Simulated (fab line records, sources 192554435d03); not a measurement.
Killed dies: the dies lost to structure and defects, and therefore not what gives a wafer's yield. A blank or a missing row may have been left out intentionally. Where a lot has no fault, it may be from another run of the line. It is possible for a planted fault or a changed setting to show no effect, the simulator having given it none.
The tool behind it: which one? | flow n5Finfet | Sampling: 9 lots, 27 wafers, 5 of 1938 route steps

WHAT EACH GAUGE READ, for each wafer
N5_BEOL_M4_RC_MEAS_101. Usual: DIBL_N 36.3 mV/V, standard deviation 1.4; DIBL_P 35.7 mV/V, standard deviation 1.5; IOFF_N 0.155 nA/um, standard deviation 0.022; IOFF_P 0.204 nA/um, standard deviation 0.027; ION_N 671 uA/um, standard deviation 9; ION_P 459 uA/um, standard deviation 6.2; SS_N 71.5 mV/dec, standard deviation 0.54; SS_P 73.1 mV/dec, standard deviation 0.56; VT_N 250.2 mV, standard deviation 2.6; VT_P -251 mV, standard deviation 3.3.
lot  | measured     | on        | DIBL_N (mV/V)  | DIBL_P (mV/V)  | IOFF_N (nA/um)    | IOFF_P (nA/um)    | ION_N (uA/um) | ION_P (uA/um) | SS_N (mV/dec)  | SS_P (mV/dec)  | VT_N (mV)         | VT_P (mV)      | flag
L617 | day 8 15:50  | prober-02 | 37.2 35.4 34.5 | 36.6 34.2 32.8 | 0.163 0.129 0.117 | 0.231 0.187 0.180 | 675 664 659   | 466 461 458   | 71.6 70.4 70.5 | 73.9 73.0 72.1 | 247.0 253.1 252.6 | -247 -248 -250 | 
L619 | day 8 21:08  | prober-02 | 35.0 36.4 38.2 | 34.9 36.8 38.8 | 0.137 0.176 0.212 | 0.171 0.195 0.222 | 663 682 686   | 453 464 456   | 70.7 71.5 71.1 | 72.3 73.4 73.6 | 250.8 245.6 243.2 | -255 -254 -252 | 
L621 | day 9 00:10  | prober-01 | 37.8 35.7 36.8 | 37.2 35.6 37.0 | 0.193 0.148 0.185 | 0.243 0.210 0.239 | 674 670 691   | 465 464 470   | 71.1 70.6 71.4 | 74.0 73.3 73.5 | 246.9 250.1 247.2 | -246 -248 -246 | 
L625 | day 10 16:14 | prober-01 | 34.8 36.0 36.4 | 33.3 35.0 35.6 | 0.128 0.153 0.152 | 0.189 0.218 0.225 | 669 679 662   | 468 465 464   | 72.3 71.9 71.5 | 73.1 72.9 72.9 | 252.8 248.1 250.0 | -247 -248 -247 | 
L627 | day 11 00:20 | prober-01 | 38.0 35.7 36.0 | 37.9 35.1 35.4 | 0.180 0.140 0.144 | 0.227 0.175 0.175 | 677 677 656   | 463 456 450   | 71.9 71.7 71.5 | 73.6 73.2 73.0 | 247.7 252.3 252.9 | -250 -255 -254 | 
L628 | day 11 16:56 | prober-01 | 35.5 35.8 34.5 | 37.0 36.9 36.1 | 0.149 0.160 0.144 | 0.189 0.193 0.182 | 677 672 668   | 458 457 454   | 71.5 71.5 71.3 | 73.8 72.9 73.4 | 249.4 250.1 250.6 | -251 -254 -250 | 
L629 | day 11 07:46 | prober-01 | 35.8 36.0 36.5 | 33.7 34.3 34.2 | 0.151 0.158 0.162 | 0.171 0.180 0.182 | 668 682 674   | 451 462 458   | 72.0 70.8 71.2 | 73.8 73.5 74.1 | 252.2 250.4 250.4 | -260 -255 -255 | 
L634 | day 12 10:29 | prober-01 | 34.1 35.0 35.4 | 33.5 34.6 34.6 | 0.119 0.131 0.138 | 0.174 0.185 0.192 | 666 664 677   | 457 457 462   | 71.0 71.2 71.6 | 72.7 72.9 73.0 | 253.2 252.5 250.7 | -252 -251 -251 | 
L635 | day 12 20:58 | prober-02 | 36.2 36.3 35.9 | 36.8 36.8 36.0 | 0.153 0.158 0.143 | 0.207 0.213 0.194 | 675 671 663   | 466 460 457   | 71.5 71.3 71.1 | 72.7 73.0 72.4 | 250.7 251.5 253.7 | -250 -249 -251 | 

TOOL THAT RAN EACH LOT (tool first, then ch and the chambers of the sampled wafers, then the start)
lot  | N5_DUMMY_GATE_ETCH_37            | N5_DUMMY_GATE_ETCH_31            | N5_DUMMY_GATE_ETCH_32          | N5_DUMMY_GATE_ETCH_23
L617 | rieDiel-02 ch 0,1,2, day 3 03:09 | rieDiel-02 ch 0,1,3, day 3 03:25 | rieSi-03 ch 0,2,3, day 3 03:40 | rieSi-03 ch 0,2,3, day 3 03:42
L619 | rieDiel-04 ch 1,3, day 3 16:40   | rieDiel-06 ch 1,3, day 3 16:57   | rieSi-03 ch 0,2, day 3 17:11   | rieSi-03 ch 0,2, day 3 17:14
L621 | rieDiel-04 ch 1,2, day 4 03:51   | rieDiel-02 ch 1,2,3, day 4 04:11 | rieSi-03 ch 0,2, day 4 04:26   | rieSi-03 ch 0,2, day 4 04:28
L625 | rieDiel-02 ch 0,1,2, day 5 08:36 | rieDiel-06 ch 0,2,3, day 5 08:53 | rieSi-03 ch 1,2,3, day 5 09:08 | rieSi-03 ch 1,2,3, day 5 09:10
L627 | rieDiel-06 ch 0,3, day 6 03:09   | rieDiel-02 ch 1,2,3, day 6 03:32 | rieSi-03 ch 0,1,2, day 6 03:47 | rieSi-03 ch 0,1,2, day 6 03:49
L628 | rieDiel-04 ch 0,3, day 6 07:04   | rieDiel-04 ch 0,1, day 6 07:20   | rieSi-01 ch 1,2, day 6 07:35   | rieSi-01 ch 1,2, day 6 07:37
L629 | rieDiel-06 ch 1,2,3, day 6 11:21 | rieDiel-06 ch 0,1,2, day 6 11:39 | rieSi-03 ch 0,1,2, day 6 11:53 | rieSi-03 ch 0,1,2, day 6 11:56
L634 | rieDiel-04 ch 1,3, day 7 09:49   | rieDiel-02 ch 0,2, day 7 10:06   | rieSi-02 ch 1,2,3, day 7 10:21 | rieSi-02 ch 1,2,3, day 7 10:23
L635 | rieDiel-04 ch 0,1,3, day 7 17:57 | rieDiel-06 ch 0,2, day 7 18:14   | rieSi-01 ch 0,1,3, day 7 18:29 | rieSi-01 ch 0,1,3, day 7 18:31
- N5_DUMMY_GATE_ETCH_37: etches SOC in N2/H2, target depth 60 nm, overetch 30 nm.
- N5_DUMMY_GATE_ETCH_31: etches SiO2 in C4F6/O2, target depth 82.5 nm, time 27.5 s.
- N5_DUMMY_GATE_ETCH_32: etches SiO2 in CF4, target depth 3.5 nm, time 3.9 s.
- N5_DUMMY_GATE_ETCH_23: etches poly-Si in HBr/Cl2/O2, target depth 41 nm, time 22.3 s.

AS READ BY THE TOOLS THEMSELVES (means over the sampled wafers that have a number; for cases with no such wafer, the mark the record gives instead)
N5_DUMMY_GATE_ETCH_37. Usual: drypumpMotorCurrentA 5.83 A, standard deviation 0.27; oesProductAu 0.62 a.u., standard deviation 0.062; rfVppV 524.8 V, standard deviation 2.4; showerheadPlenumPTorr 2.57 Torr, standard deviation 0.085; throttleValvePct 17.93 %, standard deviation 0.28.
lot  | tool       | drypumpMotorCurrentA (A) | oesProductAu (a.u.) | rfVppV (V) | showerheadPlenumPTorr (Torr) | throttleValvePct (%) | flag
L617 | rieDiel-02 | 5.77                     | 0.62                | 523.1      | 2.51                         | 17.89                | 
L619 | rieDiel-04 | 6.00                     | 0.56                | 520.8      | 2.45                         | 18.19                | 
L621 | rieDiel-04 | 5.96                     | 0.70                | 521.6      | 2.47                         | 17.49                | 
L625 | rieDiel-02 | 5.78                     | 0.61                | 522.9      | 2.51                         | 17.91                | 
L627 | rieDiel-06 | 5.95                     | 0.59                | 524.8      | 2.57                         | 18.00                | 
L628 | rieDiel-04 | 5.58                     | 0.60                | 524.4      | 2.57                         | 18.16                | 
L629 | rieDiel-06 | 5.97                     | 0.61                | 525.6      | 2.58                         | 17.89                | 
L634 | rieDiel-04 | 5.75                     | 0.64                | 525.2      | 2.58                         | 18.06                | 
L635 | rieDiel-04 | 5.87                     | 0.64                | 526.2      | 2.63                         | 18.07                | 

N5_DUMMY_GATE_ETCH_31. Usual: drypumpMotorCurrentA 5.84 A, standard deviation 0.26; oes_ar_750_au 0.76 a.u., standard deviation 0.06; oesProductAu 0.75 a.u., standard deviation 0.065; rfVppV 669 V, standard deviation 6; showerheadPlenumPTorr 2.87 Torr, standard deviation 0.083; throttleValvePct 21.29 %, standard deviation 0.21.
lot  | tool       | drypumpMotorCurrentA (A) | oes_ar_750_au (a.u.) | oesProductAu (a.u.) | rfVppV (V) | showerheadPlenumPTorr (Torr) | throttleValvePct (%) | flag
L617 | rieDiel-02 | 5.87                     | 0.75                 | 0.74                | 665        | 2.88                         | 21.36                | 
L619 | rieDiel-06 | 6.03                     | 0.77                 | 0.77                | 676        | 2.88                         | 21.17                | 
L621 | rieDiel-02 | 5.59                     | 0.75                 | 0.74                | 664        | 2.84                         | 21.22                | 
L625 | rieDiel-06 | 5.93                     | 0.76                 | 0.76                | 673        | 2.89                         | 21.34                | 
L627 | rieDiel-02 | 5.58                     | 0.74                 | 0.73                | 664        | 2.83                         | 21.23                | 
L628 | rieDiel-04 | 6.13                     | 0.91                 | 0.93                | 668        | 3.00                         | 21.32                | 
L629 | rieDiel-06 | 5.85                     | 0.73                 | 0.72                | 674        | 2.93                         | 21.32                | 
L634 | rieDiel-02 | 5.58                     | 0.78                 | 0.77                | 662        | 2.78                         | 21.11                | 
L635 | rieDiel-06 | 5.82                     | 0.71                 | 0.70                | 671        | 2.93                         | 21.44                | 

N5_DUMMY_GATE_ETCH_32. Usual: drypumpMotorCurrentA 5.64 A, standard deviation 0.25; heBacksideLeakSccm 2.7 sccm, standard deviation 0.41; oesProductAu 1.002 a.u., standard deviation 0.017; throttleValvePct 21.87 %, standard deviation 0.17.
lot  | tool     | drypumpMotorCurrentA (A) | heBacksideLeakSccm (sccm) | oesProductAu (a.u.) | throttleValvePct (%) | flag
L617 | rieSi-03 | 5.76                     | 2.4                       | 1.005               | 21.92                | 
L619 | rieSi-03 | 5.77                     | 2.3                       | 1.007               | 21.85                | 
L621 | rieSi-03 | 5.69                     | 2.4                       | 1.003               | 21.98                | 
L625 | rieSi-03 | 5.58                     | 2.8                       | 1.010               | 21.92                | 
L627 | rieSi-03 | 5.62                     | 2.7                       | 1.002               | 21.82                | 
L628 | rieSi-01 | 5.70                     | 3.0                       | 0.985               | 21.77                | 
L629 | rieSi-03 | 5.61                     | 2.8                       | 1.017               | 21.84                | 
L634 | rieSi-02 | 5.81                     | 2.6                       | 0.991               | 21.79                | 
L635 | rieSi-01 | 5.53                     | 2.7                       | 0.987               | 21.98                | 

N5_DUMMY_GATE_ETCH_23. Usual: drypumpMotorCurrentA 5.65 A, standard deviation 0.24; heBacksideLeakSccm 2.7 sccm, standard deviation 0.37; oesProductAu 1.001 a.u., standard deviation 0.016; throttleValvePct 37.34 %, standard deviation 0.19.
lot  | tool     | drypumpMotorCurrentA (A) | heBacksideLeakSccm (sccm) | oesProductAu (a.u.) | throttleValvePct (%) | flag
L617 | rieSi-03 | 5.72                     | 2.5                       | 1.006               | 37.39                | 
L619 | rieSi-03 | 5.77                     | 2.5                       | 1.007               | 37.27                | 
L621 | rieSi-03 | 5.70                     | 2.5                       | 1.006               | 37.41                | 
L625 | rieSi-03 | 5.59                     | 2.9                       | 1.007               | 37.44                | 
L627 | rieSi-03 | 5.62                     | 2.8                       | 1.106               | 37.31                | OFF
L628 | rieSi-01 | 5.72                     | 2.9                       | 0.991               | 37.22                | 
L629 | rieSi-03 | 5.62                     | 2.8                       | 1.109               | 37.31                | OFF
L634 | rieSi-02 | 5.82                     | 2.6                       | 0.996               | 37.29                | 
L635 | rieSi-01 | 5.52                     | 2.9                       | 0.984               | 37.41                | 

THE ANSWER, worked out from the rows above alone
Rule: a lot is off if the mean of its wafers that have a number lies more than 3 standard deviations from the usual mean. Also off: a lot with no number at a reading for which 4 or more lots have one. Any other lot the step has rows for is counted as sound. After the gauges, taken in route order, come the tools' own readings; for these a lot's mean is taken, as printed above. The first step at which some lot is off is used, and at that step the reading that is off furthest; a lot without a number counts as furthest.
Off, at N5_DUMMY_GATE_ETCH_23 on oesProductAu: L627, L629.
If a tool, at that step or one of the process steps before it, ran each lot that is off and ran no sound lot following the first of them, it fits. This does not decide it: 2 tools fit, namely rieDiel-06 at N5_DUMMY_GATE_ETCH_37 and rieSi-03 at N5_DUMMY_GATE_ETCH_32 and N5_DUMMY_GATE_ETCH_23.

WHAT THE SIMULATOR HAD INSERTED
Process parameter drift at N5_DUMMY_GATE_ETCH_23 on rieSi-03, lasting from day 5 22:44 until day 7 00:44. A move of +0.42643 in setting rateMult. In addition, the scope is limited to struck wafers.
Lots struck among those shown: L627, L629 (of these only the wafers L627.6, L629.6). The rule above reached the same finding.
